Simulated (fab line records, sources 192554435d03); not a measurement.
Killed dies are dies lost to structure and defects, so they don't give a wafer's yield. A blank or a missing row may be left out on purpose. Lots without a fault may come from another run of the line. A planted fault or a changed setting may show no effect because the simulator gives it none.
A struck lot beside a sound one | flow n5_finfet | 36 steps out of a route of 1938
Sound: wafers L241.1, L241.4, L241.5. Struck: wafer L244.6. The cause comes at the end.
At each step with rows: each side's tool, then ch and its chambers, then its first start. Under that, the readings that differ: sound wafers | struck wafers | difference of the means | sigmas: that difference in standard deviations of wafers without a fault.
alike: readings whose means differ by less than 2 such deviations, and words and numbers that are the same on both sides. not compared: withheld readings, readings that some wafer has no value for, bounds like >300 that may hide the same value, and numbers for which the record gives no deviation and whose values overlap.
The two part at a step that has a row with sigmas, a row that says differs or no value, or rows on one side only. Numbers that don't overlap but have no deviation are shown without sigmas and don't part them. A reading that every wafer of one side lacks parts them only if that side has two wafers or more.

first, 9 steps without rows for these wafers: N5_BEOL_M4_ANNEAL_95 (time 240 s); N5_BEOL_M4_SPUTTER_96 (material Cu, target thk 4.5 nm, time 8.29 s); N5_BEOL_M4_ECD_50 (material Cu, target thk 300 nm); N5_BEOL_M4_ANNEAL_51 (time 90 s); N5_BEOL_M4_CMP_52 (polishes, stops on SiOC, t overpolish 6.8 s, target thk 40 nm); N5_BEOL_M4_PRE_CLEAN_60 (time 15 s); N5_BEOL_M4_CO_CAP_55 (material Co, precursor CCTBA/H2, target thk 2 nm, time 102.1 s); N5_BEOL_M4_PRE_CLEAN_56 (time 15 s); N5_BEOL_M4_DEP_57 (deposits SiCN from 3MS/NH3, target thk 8 nm, time 14 s).
N5_BEOL_M4_RC_MEAS_101:
  sound on prober-02 ch 0, day 8 17:53; struck on prober-01 ch 0, day 9 19:29
  reading        | sound          | struck | difference | sigmas
  DIBL_P (mV/V)  | 32.2 34.9 33.5 | 37.9   | +4.4       | +2
  IOFF_P (nA/um) | 0.14 0.18 0.16 | 0.25   | +0.09      | +2
  ION_N (uA/um)  | 648 660 656    | 685    | +30        | +3
  ION_P (uA/um)  | 443 455 445    | 474    | +26        | +3
  VT_P (mV)      | -256 -254 -256 | -245   | +10        | +3
  alike: DIBL_N, IOFF_N, SS_N, SS_P, VT_N
then, 24 steps without rows for these wafers: N5_BEOL_M5_ILD_DEP_00 (deposits SiCOH lowk from DEMS/porogen, target thk 140.64 nm, time 25.9 s); N5_BEOL_M5_CURE_79 (cures SiCOH lowk, time 240 s); N5_BEOL_M5_PECVD_70 (deposits SiO2 from TEOS/O2, target thk 16 nm, time 18 s); N5_BEOL_M5_HM_DEP_02 (deposits TiN, target thk 20 nm); N5_BEOL_M5_COAT_59 (time 60 s, resist thk 60 nm); N5_BEOL_M5_COAT_60 (time 60 s, resist thk 12 nm); N5_BEOL_M5_COAT_71 (time 60 s, resist thk 5 nm); N5_BEOL_M5_COAT_05 (resist thk 30 nm); N5_BEOL_M5_EBR_07; N5_BEOL_M5_SOFTBAKE_06 (time 60 s); N5_BEOL_M5_EXPOSE_08 (exposes mask M5, target cd 28 nm); N5_BEOL_M5_PEB_09 (peb time 60 s); N5_BEOL_M5_DEVELOP_10 (develop time 30 s); N5_BEOL_M5_DESCUM_16 (chemistry O2, time 7 s); N5_BEOL_M5_ETCH_72 (etches underlayer in N2/H2, target depth 6.5 nm, time 5.2 s); N5_BEOL_M5_ETCH_61 (etches SiARC in CF4, target depth 15.6 nm, time 26 s); N5_BEOL_M5_ETCH_62 (etches SOC in N2/H2, target depth 75 nm, overetch 15 nm, time 112.5 s); N5_BEOL_M5_STRIP_63 (strips in N2/H2); N5_BEOL_M5_STRIP_73 (strips in N2/H2); N5_BEOL_M5_STRIP_64 (strips in CF4); N5_BEOL_M5_HM_OPEN_17 (chemistry Cl2/BCl3, target TiN, target depth 20 nm, overetch 6 nm); N5_BEOL_M5_STRIP_19 (strips in O2); N5_BEOL_M5_COAT_65 (time 60 s, resist thk 60 nm); N5_BEOL_M5_COAT_66 (time 60 s, resist thk 12 nm).
-- the record jumps here: 5 days lie between the struck wafers' starts before and after (it left off in module BEOL_M5 and takes up again in module PASSIVATION, whose first step shown is number 1936 of the route) --
N5_PASSIVATION_PECVD_01: deposits SiNx from SiH4/NH3/N2, target thk 200 nm, time 43.2 s.
  sound on pecvd-03 ch 0,1, day 13 04:01; struck on pecvd-03 ch 2, day 14 11:04
  reading                                        | sound           | struck | difference | sigmas
  model.SiNx_of_PASSIVATION_PECVD_01.thk_nm (nm) | 201.2 204.6 201 | 218.8  | +16.5      |
  alike: heater_power_w, showerhead_plenum_p_Torr, throttle_valve_pct
N5_PASSIVATION_PROBE_49:
  the record has rows for the struck wafers here (prober-01, day 14 19:10) and none for the sound ones

WHERE THEY PART
First at N5_BEOL_M4_RC_MEAS_101; last, within this record, at N5_PASSIVATION_PROBE_49.

WHY: what the simulator had put in
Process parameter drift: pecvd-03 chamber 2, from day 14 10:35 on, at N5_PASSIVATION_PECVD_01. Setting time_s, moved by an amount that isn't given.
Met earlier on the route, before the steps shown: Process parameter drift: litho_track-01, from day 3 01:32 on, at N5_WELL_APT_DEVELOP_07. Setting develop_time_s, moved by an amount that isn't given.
